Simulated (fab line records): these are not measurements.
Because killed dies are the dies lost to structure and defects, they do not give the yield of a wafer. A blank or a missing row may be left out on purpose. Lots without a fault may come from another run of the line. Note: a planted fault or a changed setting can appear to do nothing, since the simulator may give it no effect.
Which tool is to blame? ; flow n5-finfet ; 69 wafers from 23 lots sampled at 3 of the route's 1938 steps

WHAT EACH GAUGE READ, for each wafer
N5_PASSIVATION_CD_MEAS_30: target cd 4000 nm. Usual: cd-nm reads 3999.7 nm (standard deviation 1.5).
lot;measured;on;cd-nm (nm);flag
L074;day 11 16:56;cd-sem-01;3999.2 3999.9 3998.9;
L075;day 12 18:13;cd-sem-02;4002.7 4001.6 4002.1;
L078;day 13 01:01;cd-sem-02;3998.8 3997.3 3998.1;
L076;day 13 05:52;cd-sem-02;4000.9 4002.9 4002.4;
L077;day 13 15:08;cd-sem-02;3999.1 3998.9 3999.9;
L079;day 13 15:29;cd-sem-03;4000.4 4000.1 3999.7;
L080;day 13 18:27;cd-sem-02;3998.7 3999.4 3997.0;
L081;day 14 02:44;cd-sem-03;4000.3 4000.3 4000.0;
L082;day 14 02:54;cd-sem-02;4000.8 4000.8 3999.9;
L085;day 14 22:26;cd-sem-03;3997.5 3997.0 3998.8;
L084;day 15 05:29;cd-sem-01;3999.5 3998.5 4000.5;
L087;day 15 04:46;cd-sem-02;3999.0 4000.2 3999.5;
L086;day 15 09:33;cd-sem-01;3998.7 3999.8 3998.3;
L091;day 16 23:12;cd-sem-03;3999.1 4000.4 3998.7;
L089;day 17 06:02;cd-sem-02;3999.4 4001.4 3999.0;
L090;day 17 06:32;cd-sem-02;4000.9 3998.1 3999.4;
L093;day 17 05:35;cd-sem-02;3999.4 4000.7 3999.8;
L092;day 17 10:42;cd-sem-03;3999.1 3999.9 4000.4;
L088;day 17 10:44;cd-sem-02;4001.4 4000.4 4001.7;
L094;day 17 16:36;cd-sem-02;3996.3 3997.9 3998.0;
L095;day 18 04:25;cd-sem-03;3997.8 3997.0 3999.3;
L096;day 18 04:23;cd-sem-02;4001.4 4002.9 4002.4;
L097;day 18 15:57;cd-sem-02;4001.3 4000.5 4000.4;

WHICH TOOL RAN EACH LOT (tool, then ch and the chambers of the sampled wafers, then the start)
lot;N5_MIM_BOT_ETCH_ETCH_03;N5_PASSIVATION_DEGAS_18
L074;rie-metal-03 ch 0,1, day 11 09:41;pvd-sputter-02, day 11 16:17
L075;rie-metal-01 ch 0,1, day 12 12:20;pvd-sputter-03, day 12 17:34
L078;rie-metal-01 ch 0,1, day 12 19:49;pvd-sputter-03, day 13 00:14
L076;rie-metal-03 ch 0,1, day 13 02:17;pvd-sputter-01, day 13 05:05
L077;rie-metal-02 ch 0,1, day 13 10:39;pvd-sputter-01, day 13 14:28
L079;rie-metal-03 ch 0,1, day 13 10:56;pvd-sputter-03, day 13 14:50
L080;rie-metal-01 ch 0,1, day 13 15:38;pvd-sputter-01, day 13 17:40
L081;rie-metal-02 ch 0,1, day 13 23:22;pvd-sputter-01, day 14 01:58
L082;rie-metal-02 ch 0,1, day 13 23:49;pvd-sputter-02, day 14 02:02
L085;rie-metal-02 ch 0,1, day 14 18:53;pvd-sputter-02, day 14 21:47
L084;rie-metal-03 ch 0,1, day 14 23:44;pvd-sputter-01, day 15 04:43
L087;rie-metal-01 ch 0,1, day 15 00:01;pvd-sputter-02, day 15 03:59
L086;rie-metal-01 ch 0,1, day 15 05:28;pvd-sputter-02, day 15 08:54
L091;rie-metal-02 ch 0,1, day 16 16:54;pvd-sputter-01, day 16 22:33
L089;rie-metal-02 ch 0,1, day 17 00:59;pvd-sputter-01, day 17 05:23
L090;rie-metal-01 ch 0, day 17 01:23;pvd-sputter-01, day 17 05:53
L093;rie-metal-03 ch 0,1, day 17 02:11;pvd-sputter-02, day 17 04:56
L092;rie-metal-03 ch 0,1, day 17 07:02;pvd-sputter-03, day 17 09:56
L088;rie-metal-03 ch 0,1, day 17 07:19;pvd-sputter-02, day 17 10:01
L094;rie-metal-03 ch 0,1, day 17 11:58;pvd-sputter-01, day 17 15:57
L095;rie-metal-03 ch 0,1, day 17 23:17;pvd-sputter-02, day 18 03:42
L096;rie-metal-03 ch 0,1, day 18 00:23;pvd-sputter-03, day 18 03:37
L097;rie-metal-03 ch 0,1, day 18 11:22;pvd-sputter-01, day 18 15:18
- N5_MIM_BOT_ETCH_ETCH_03: etches the open film in Cl2/BCl3, target depth 12 nm.
- N5_PASSIVATION_DEGAS_18: time 60 s.

WHAT THE TOOLS THEMSELVES READ (means of the sampled wafers that have a number; where no wafer has one, the mark that the record gives instead)
N5_MIM_BOT_ETCH_ETCH_03. Usual: bias-w 100.0 W, standard deviation 0.32; drypump-motor-current-A 5.6 A, standard deviation 0.45; oes-product-au 0.78 a.u., standard deviation 0.053; rf-fwd-power-W 793.7 W, standard deviation 2.8; throttle-valve-pct 27.43 %, standard deviation 0.16.
lot;tool;bias-w (W);drypump-motor-current-A (A);oes-product-au (a.u.);rf-fwd-power-W (W);throttle-valve-pct (%);flag
L074;rie-metal-03;100.0;5.6;0.77;794.7;27.50;
L075;rie-metal-01;100.0;6.1;0.81;795.6;27.37;
L078;rie-metal-01;99.7;6.1;0.80;792.1;27.36;
L076;rie-metal-03;100.2;5.6;0.75;797.4;27.51;
L077;rie-metal-02;100.0;5.5;0.83;794.9;27.46;
L079;rie-metal-03;99.6;5.6;0.75;793.6;27.51;
L080;rie-metal-01;100.0;6.1;0.80;795.6;27.38;
L081;rie-metal-02;100.0;5.6;0.86;799.2;27.31;
L082;rie-metal-02;100.0;5.5;0.82;790.8;27.46;
L085;rie-metal-02;100.0;5.5;0.81;793.7;27.47;
L084;rie-metal-03;100.1;5.6;0.75;794.2;27.51;
L087;rie-metal-01;99.7;5.9;0.80;792.7;27.43;
L086;rie-metal-01;100.3;6.1;0.78;792.9;27.38;
L091;rie-metal-02;100.0;5.5;0.81;790.9;27.48;
L089;rie-metal-02;100.1;5.6;0.84;793.4;27.32;
L090;rie-metal-01;99.9;5.6;0.82;789.2;27.48;
L093;rie-metal-03;99.8;5.3;0.74;795.9;27.43;
L092;rie-metal-03;100.3;5.6;0.73;792.2;27.53;
L088;rie-metal-03;100.0;5.3;0.73;791.5;27.43;
L094;rie-metal-03;100.2;5.3;0.73;792.1;27.43;
L095;rie-metal-03;100.2;5.3;0.73;795.5;27.44;
L096;rie-metal-03;100.1;5.4;0.73;791.5;27.44;
L097;rie-metal-03;100.0;5.3;0.73;795.1;27.45;

N5_PASSIVATION_DEGAS_18. Usual: heater-power-w reads 457 W (standard deviation 47).
lot;tool;heater-power-w (W);flag
L074;pvd-sputter-02;448;
L075;pvd-sputter-03;453;
L078;pvd-sputter-03;476;
L076;pvd-sputter-01;478;
L077;pvd-sputter-01;446;
L079;pvd-sputter-03;523;
L080;pvd-sputter-01;440;
L081;pvd-sputter-01;441;
L082;pvd-sputter-02;436;
L085;pvd-sputter-02;441;
L084;pvd-sputter-01;471;
L087;pvd-sputter-02;440;
L086;pvd-sputter-02;438;
L091;pvd-sputter-01;458;
L089;pvd-sputter-01;501;
L090;pvd-sputter-01;495;
L093;pvd-sputter-02;426;
L092;pvd-sputter-03;449;
L088;pvd-sputter-02;446;
L094;pvd-sputter-01;445;
L095;pvd-sputter-02;438;
L096;pvd-sputter-03;468;
L097;pvd-sputter-01;487;

THE ANSWER, worked out from the rows above alone
Rule: take the mean of a lot's wafers that have a number; if it is more than 3 standard deviations from the usual mean, the lot is off. Also off: a lot with no number at a reading for which 4 or more lots have one. The other lots that the step has rows for count as sound. After the gauges, taken in route order, come the tools' own readings; for these a lot's mean is taken, as printed above. At the first step where some lot is off, the reading lying furthest off is the one used; lots without a number count as furthest.
Across all readings shown, no lot is off: no conclusion can be drawn from this.

WHAT WAS PUT IN BY THE SIMULATOR
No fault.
